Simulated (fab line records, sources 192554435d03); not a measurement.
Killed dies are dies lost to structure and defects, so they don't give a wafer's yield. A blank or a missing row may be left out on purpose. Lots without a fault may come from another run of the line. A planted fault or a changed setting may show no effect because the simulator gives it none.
fab line records | flow n5_finfet
record lots=4 wafers=12 last_day=17
route steps=1938 shown BEOL_M12@1649 BEOL_M13@1659 PASSIVATION@1936
lots that met no fault: from a run of the same line without faults
start_h: hours from the record's first day to the start of the lot's first wafer shown | wait_h: hours since the lot's step before | " the same as in the row above | L1.1+2: a row that stands for several wafers | - no value, or no start given | * or withheld: withheld | < > ~ a bound
route shown NAME@n: a module of which the file shows steps, and the number in the route of the first | usual: mean/standard deviation of fault-free wafers | same: alike in all rows | chamber/n: place in a boat | sites: the reading at each site | _std_site: their standard deviation | _edge_site: outer sites' mean less inner sites' | radius_mm: how far each site lies from the wafer's centre | mask NAME#n: copy n | behind: the tool/chamber that last shaped the wafer | hold: why the lot was held/for how many hours/how that ended | device: the transistor (n, p or np) that didn't switch | end of line: the same wafers' tests at the end of the route | a step without rows: its recipe alone | killed: dies lost to structure and defects at the first sort, not the wafer's yield | map: a wafer's dies, x killed, . not, _ none there
set.NAME: the setting as run; set.NAME@STEP: as run at that earlier step | model.NAME: the simulator's own value behind a step, which no gauge read
lots at some steps of the route; a table a step, a row a wafer
services: from which hour (start_h, from the record's first day; less than 0 if before it) a tool's chamber was out of use, for how many hours, and why
## steps
# step N5_BEOL_M12_SPUTTER_44
# recipe material=Ta target_thk_a=100 temp_c=50 bias_v=80 power_w=15000 chamber_pressure_pa=0.07 time_s=16.13
# step N5_BEOL_M12_SPUTTER_45
# recipe material=Cu target_thk_a=800 temp_c=-20 bias_v=60 power_w=26000 chamber_pressure_pa=0.13 time_s=13.33
# step N5_BEOL_M12_ECD_47
# recipe material=Cu target_thk_a=7200
# step N5_BEOL_M12_ANNEAL_48
# recipe temp_c=225 time_s=90 ambient=N2
# step N5_BEOL_M12_CMP_49
# recipe stop_on=SiOC t_overpolish_s=20.6 down_force_psi=1 platen_rpm=50 clearing_platen_down_force_psi=1.5 clearing_platen_rpm=50 post_cmp_clean=cu_alkaline target_thk_nm=320 clearing_platen_pad_velocity_m_s=0.99484 pad_velocity_m_s=0.99484
# step N5_BEOL_M12_PRE_CLEAN_52
# recipe gas=NH3 time_s=15 temp_c=withheld rf_power_w=300
# step N5_BEOL_M12_DEP_53
# recipe material=SiCN target_thk_a=300 temp_c=withheld precursor=3MS/NH3 pressure_torr=3 rf_w=675 time_s=10.5
# step N5_BEOL_M13_ILD_DEP_00
# recipe material=SiOC target_thk_a=8379.2 temp_c=350 precursor=DEMS/O2 pressure_torr=5 rf_w=500 time_s=166.4
# step N5_BEOL_M13_COAT_58
# recipe resist=BARC temp_c=205 time_s=60 spin_rpm=1500 resist_thk_nm=89
# usual exhaust_pa=45.0/0.93 spin_speed_rpm=1500.1/1.2
# columns lot.wafer tool chamber start_h wait_h exhaust_pa spin_speed_rpm model.BARC_of_BEOL_M13_COAT_58.thk_nm
L316.1 litho_track-02 0 257.81 0.0 44.7 1501.7 89.2
L316.2 " 0 " " 44.8 1501.6 89.2
L316.4 " 0 " " 43.5 1500.0 89.2
L331.2 litho_track-02 0 355.34 0.0 44.2 1686.2 83.6
L331.3 " 0 " " 44.8 1687.5 83.6
L331.6 " 0 " " 43.4 1686.0 83.6
L329.1 litho_track-02 0 356.72 0.0 45.0 1686.7 83.4
L329.2 " 0 " " 45.5 1687.4 83.6
L329.3 " 0 " " 45.5 1689.0 83.8
L333.1 litho_track-05 0 374.16 0.0 46.9 1500.1 89
L333.2 " 0 " " 46.0 1499.2 89
L333.5 " 0 " " 46.0 1498.4 89.2
# step N5_BEOL_M13_COAT_04
# recipe spin_rpm=1625 resist_thk_nm=400
# step N5_BEOL_M13_EBR_06
# recipe solvent=PGMEA ebr_width_mm=1.5
# step N5_BEOL_M13_SOFTBAKE_05
# recipe temp_c=130 time_s=60
# step N5_BEOL_M13_EXPOSE_07
# recipe mask_id=V12 na=0.93 source_shape=conventional sigma_outer=0.6 polarization=unpolarized attpsm_phase_deg=180 dose_mj=24.8
# step N5_BEOL_M13_PEB_08
# recipe peb_temp_c=130 peb_time_s=90
# step N5_BEOL_M13_DEVELOP_09
# recipe develop_time_s=45 rinse_liquid=diw dry=air_spin dev_temp_c=21
# step N5_BEOL_M13_HARDBAKE_14
# recipe temp_c=130 time_s=120
# step N5_BEOL_M13_DESCUM_15
# recipe chemistry=O2 time_s=7.9 source_power_w=50 bias_power_w=20 pressure_mtorr=20 rf_frequency_hz=2.712e+07 temp_c=40 o2_flow_sccm=225
# step N5_BEOL_M13_ETCH_59
# recipe chemistry=N2/H2 target=BARC target_depth_a=890 overetch_a=267 time_s=67.9 ion_energy_ev=200 pressure_mtorr=30 source_w=840 bias_w=150 n2_flow_sccm=200 h2_flow_sccm=200
# usual drypump_motor_current_A=5.6/0.43 oes_product_au=0.69/0.065 rf_vpp_V=522.8/2.4 showerhead_plenum_p_Torr=2.51/0.085 throttle_valve_pct=17.74/0.18
# columns lot.wafer tool chamber start_h wait_h drypump_motor_current_A oes_product_au rf_hours_counter_h rf_vpp_V showerhead_plenum_p_Torr throttle_valve_pct model.etch.depth_nm
L316.1 rie_diel-03 3 258.51 0.0 5.7 0.57 266 522.2 2.51 18.19 89.2
L316.2 " 1 " " 6.3 0.77 11 525.0 2.60 17.98 89.13
L316.4 " 1 " " 6.3 0.78 - 523.4 2.60 17.97 89.25
L331.2 rie_diel-01 1 355.82 0.0 5.8 0.65 128 521.2 2.46 17.73 83.61
L331.3 " 2 " " 5.2 0.61 191 521.1 2.42 17.84 83.51
L331.6 " 0 " " 4.9 0.71 - 523.3 2.49 17.64 83.6
L329.1 rie_diel-03 1 357.43 0.0 6.3 0.70 41 525.1 2.58 18.01 83.46
L329.2 " 0 " " 6.0 0.74 29 521.9 2.48 17.32 83.55
L329.3 " 2 " " 5.1 0.69 63 524.5 2.59 17.60 83.84
L333.1 rie_diel-03 3 374.68 0.0 5.7 0.75 28 520.2 2.50 17.84 88.97
L333.2 " 2 " " 5.0 0.71 69 525.8 2.59 17.61 88.94
L333.5 " 1 " " 6.3 0.72 - 524.6 2.58 18.03 89.11
# step N5_BEOL_M13_VIA_ETCH_16
# recipe chemistry=C4F8/O2/Ar target=SiOC pressure_mtorr=30 source_w=3000 bias_w=700 Ar_flow_sccm=400 C4F8_flow_sccm=15 O2_flow_sccm=8 he_inner_torr=15 he_outer_torr=30 target_depth_a=9217 time_s=withheld ion_energy_ev=250 ends=cleared
# step N5_BEOL_M13_STRIP_63
# recipe chemistry=N2/H2 power_w=1000 temp_c=250 h2_frac=0.65 overash_fraction=0.3 pressure_mtorr=1000 n2_flow_sccm=1750 h2_flow_sccm=3250
# step N5_BEOL_M13_STRIP_64
# recipe chemistry=N2/H2 power_w=1000 temp_c=250 h2_frac=0.65 overash_fraction=0.3 pressure_mtorr=withheld n2_flow_sccm=1750 h2_flow_sccm=3250
# usual drypump_motor_current_A=5.38/0.22 heater_power_w=307/25 oes_product_au=0.716/0.0047 strip_time_to_endpoint_s=31.28/0.067
# columns lot.wafer tool chamber start_h wait_h drypump_motor_current_A heater_power_w oes_product_au rf_hours_counter_h strip_time_to_endpoint_s
L316.1 plasma_asher-01 0 258.86 0.0 5.66 286 0.715 80 31.36
L316.2 " 1 " " 5.34 325 0.724 80 31.35
L316.4 " 0 " " 5.59 285 0.717 - 31.38
L331.2 plasma_asher-02 1 356.17 0.0 5.37 293 0.717 134 29.77
L331.3 " 1 " " 5.37 290 0.725 - 29.73
L331.6 " 0 " " 5.02 319 0.720 - 29.75
L329.1 plasma_asher-02 1 357.78 0.0 5.37 290 0.729 135 29.72
L329.2 " 0 " " 5.00 321 0.724 135 29.74
L329.3 " 1 " " 5.36 290 0.709 - 29.84
L333.1 plasma_asher-01 1 375.03 0.0 5.36 336 0.710 106 31.32
L333.2 " 0 " " 5.65 274 0.719 106 31.30
L333.5 " 0 " " 5.67 277 0.713 - 31.35
# step N5_BEOL_M13_STRIP_71
# recipe chemistry=post_etch_residue_remover time_s=60 temp_c=25 remover_ph=withheld remover_water_wt_pct=withheld remover_fluoride_wt_pct=withheld
# step N5_PASSIVATION_PROBE_49
# usual defect_limited_yield=91.2/1.6 killed_at_M0_to_M3=34/11 killed_at_M4_up=14/5.7 killed_at_contacts=14/6.6 killed_at_front_end=37/10 killed_at_other=4/3.2 killed_dies=104/19 killed_open=69/13 killed_short=33/8.7 sort_bin_5_function=5.1/1 sort_bin_6_memory=3.3/0.76 sort_n_pass=1076/19 sort_yield_pct=91.2/1.6
# same gross_dies=1180 killed_at_back_side=0 sort_bin_4_leakage[%]=0 sort_bin_8_speed[%]=0
# columns lot.wafer tool chamber start_h wait_h defect_limited_yield[%] killed_at_M0_to_M3 killed_at_M4_up killed_at_contacts killed_at_front_end killed_at_other killed_dies killed_open killed_short sort_bin_5_function[%] sort_bin_6_memory[%] sort_n_pass sort_yield_pct[%]
L331.2 prober-02 - 390.75 0.1 92.3 16 19 17 34 5 91 65 25 4.0 3.6 1089 92.3
L331.3 prober-02 - 390.80 0.1 94.1 17 14 10 22 7 70 52 18 3.1 2.6 1110 94.1
L331.6 prober-02 - 390.95 0.3 93.0 20 19 11 33 0 83 56 27 5.1 1.5 1097 93.0
# killed by level:class
L331.2 MOL_CONTACT_COAG:geometric_particle:open=14 BEOL_M4:geometric_particle:open=14 STI_FIN_REVEAL:geometric_particle:open=10 BEOL_M2:geometric_particle:open=5 FIN_SAQP:geometric_particle:short=4 FIN_SAQP:geometric_particle:open=4 STI_FIN_REVEAL:geometric_particle:short=4 DUMMY_GATE:geometric_particle:open=3
L331.3 MOL_CONTACT_COAG:geometric_particle:open=6 BEOL_M1:geometric_particle:open=6 BEOL_M4:geometric_particle:open=5 FIN_SAQP:geometric_particle:open=4 STI_FIN_REVEAL:geometric_particle:open=4 MOL_CONTACT_COAG:geometric_particle:short=4 BEOL_M2:geometric_particle:open=4 BEOL_M7:geometric_particle:open=4
L331.6 FIN_SAQP:geometric_particle:open=11 BEOL_M4:geometric_particle:open=9 MOL_CONTACT_COAG:geometric_particle:open=8 BEOL_M1:geometric_particle:open=6 FIN_SAQP:geometric_particle:short=5 BEOL_M1:geometric_particle:short=5 STI_FIN_REVEAL:geometric_particle:open=3 GATE_CUT:geometric_particle:short=3
## services
# columns tool chamber start_h hours kind
rie_diel-03 0 234.11 - clean
rie_diel-03 0 234.11 - consumable_replace:focus_ring
rie_diel-03 0 234.11 26.9 scheduled_down
rie_diel-03 0 234.11 26.9 vent_cycle
rie_diel-01 0 254.85 1.3 repair
rie_diel-03 3 261.00 - clean
rie_diel-03 3 261.00 - consumable_replace:focus_ring
rie_diel-03 3 261.00 17.3 scheduled_down
rie_diel-03 3 261.00 17.3 vent_cycle
rie_diel-01 0 269.55 3.6 repair
rie_diel-01 1 305.80 8.6 repair
plasma_asher-02 - 312.37 4.3 pm
litho_track-02 - 322.01 - consumable_replace:filter
plasma_asher-02 - 323.41 2.8 repair
rie_diel-03 1 336.61 1.6 repair
## key
first_sign step=N5_BEOL_M13_COAT_58 reading=spin_speed_rpm direction=up sigmas=99+ usual=* struck=*
effect step=N5_BEOL_M13_STRIP_64 reading=strip_time_to_endpoint_s direction=down sigmas=23 usual=* struck=*
model_effect step=N5_BEOL_M13_COAT_58 value=BARC_of_BEOL_M13_COAT_58.thk_nm without=88.67 struck=83.6
model_effect step=N5_BEOL_M13_ETCH_59 value=etch.depth_nm without=88.67 struck=83.6
met_at N5_BEOL_M13_COAT_58
struck_wafers L329.1,L329.2,L329.3,L331.2,L331.3,L331.6
onset_between 257.81 355.34
fault kind=process_parameter_drift tool=litho_track-02 chamber=- onset_h=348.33 steps=N5_BEOL_M13_COAT_58 channel=spin_rpm offset=* shape=step end_h=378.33 acts_in=* stated=*
